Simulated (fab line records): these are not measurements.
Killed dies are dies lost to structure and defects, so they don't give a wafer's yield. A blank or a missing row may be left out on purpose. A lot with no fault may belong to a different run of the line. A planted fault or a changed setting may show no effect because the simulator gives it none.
Split-lot study -- flow n5Finfet -- 21 wafers read across 7 lots, on a route 1938 steps long

== ABOUT THE SPLIT ==
At N5_FIN_CUT_EXPOSE_05 (exposes mask FIN CUT), the setting doseMj was moved away from the recipe's 45.75 on 6 of the 21 wafers read, by -6.3% to +6.2%. All remaining wafers had this setting at the recipe value.

== FROM THE SPLIT TO THE READING: what the file shows between them, 4 steps ==
- N5_FIN_CUT_PEB_06: peb time 60 s
- N5_FIN_CUT_DEVELOP_07: develop time 30 s
- N5_FIN_CUT_DESCUM_13: chemistry O2, time 7 s
- N5_FIN_CUT_ETCH_30: etches underlayer in N2/H2, target depth 13 nm, time 10.4 s

== THE READING ==
FIN_CUT.cdOffsetNm (the simulator's own value, which no gauge read), in nm, at N5_FIN_CUT_ETCH_20 (etches SiARC in CF4, target depth 26 nm, time 43.3 s). The file gives no usual value for it. Average 0.1 nm, standard deviation 0.18 nm, over the 15 wafers here run with the recipe.

wafer,"tool, chamber at the split",doseMj as run,against the recipe,"FIN_CUT.cdOffsetNm, nm",against lot-mates on the recipe
L074.1,"euvScanner-01, 0",45.75,recipe,0,-
L074.5,"euvScanner-01, 0",45.75,recipe,0,-
L074.3,"euvScanner-01, 0",48.58,+6.2%,0.6,+0.6
L078.3,"euvScanner-02, 0",43.76,-4.3%,-0.6,-0.7
L078.4,"euvScanner-02, 0",45.75,recipe,0.2,-
L078.5,"euvScanner-02, 0",45.75,recipe,0,-
L079.1,"euvScanner-02, 0",45.75,recipe,0.2,-
L079.4,"euvScanner-02, 0",45.75,recipe,0.2,-
L079.5,"euvScanner-02, 0",45.75,recipe,0.4,-
L086.3,"euvScanner-01, 0",48.1,+5.1%,1,+1.1
L086.4,"euvScanner-01, 0",45.75,recipe,-0.2,-
L086.6,"euvScanner-01, 0",45.75,recipe,0,-
L090.1,"euvScanner-01, 0",45.75,recipe,-0.2,-
L090.5,"euvScanner-01, 0",45.75,recipe,0.2,-
L090.6,"euvScanner-01, 0",45.75,recipe,0.4,-
L091.1,"euvScanner-01, 0",47.04,+2.8%,0.8,+0.8
L091.3,"euvScanner-01, 0",47.04,+2.8%,0.2,+0.2
L091.5,"euvScanner-01, 0",45.75,recipe,0,-
L094.1,"euvScanner-01, 0",45.75,recipe,0,-
L094.3,"euvScanner-01, 0",42.85,-6.3%,-1,-1.1
L094.6,"euvScanner-01, 0",45.75,recipe,0.2,-

THE FIT
A straight line over all 21 wafers: FIN_CUT.cdOffsetNm changes by +0.144 nm for each +1% of doseMj; r = +0.88; the points scatter about the line by 0.21 nm.
The same after taking each lot's own level away (the mean of its wafers on the recipe; 21 wafers): +0.159 nm for each +1%; r = +0.91; scatter 0.19 nm.
According to that fit, moving doseMj by its largest amount changes the reading by 1 nm.
The lots' own levels span -0.10 to 0.27 nm, that is 2.1 times the standard deviation above.
Hence the lot-to-lot level has little effect on the slope; both slopes agree.
Check: for one of the wafers moved furthest among these (-6.3%), held out of the fit, the line's prediction against its lot-mates is -0.963 nm. Against them it came out at -1.1 nm.

== THESE WAFERS: OTHER SPLITS ==
Note: prior to the reading, these wafers also went through further splits. Each is held against what the fit with the lots' levels taken away leaves over:
other split on the same wafers,wafers away from the commonest value,r with FIN_CUT.cdOffsetNm (lot level and that fit taken away)
N5_WELL_APT_PEB_06 pebTimeS,7,+0.00
N5_WELL_APT_DEVELOP_07 developTimeS,8,-0.39
N5_FIN_SAQP_HM_DEP_03 timeS,9,+0.18
N5_FIN_SAQP_EXPOSE_13 doseMj,7,+0.22

== THE WHOLE CHAIN: every reading that the file lists as answering this split, in the file's order ==
step,what it does,reading,change (the file's fit),r (the file's)
N5_FIN_CUT_ETCH_30,"etches underlayer in N2/H2, target depth 13 nm, time 10.4 s","FIN_CUT.cdOffsetNm (the simulator's own value, which no gauge read)",+0.175 nm for each +1% of the setting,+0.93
N5_FIN_CUT_ETCH_20,"etches SiARC in CF4, target depth 26 nm, time 43.3 s","FIN_CUT.cdOffsetNm (the simulator's own value, which no gauge read)",+0.158 nm for each +1% of the setting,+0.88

== FILE'S OWN FIT ==
FIN_CUT.cdOffsetNm changes by +0.158 nm for each +1% of doseMj, r = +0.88.
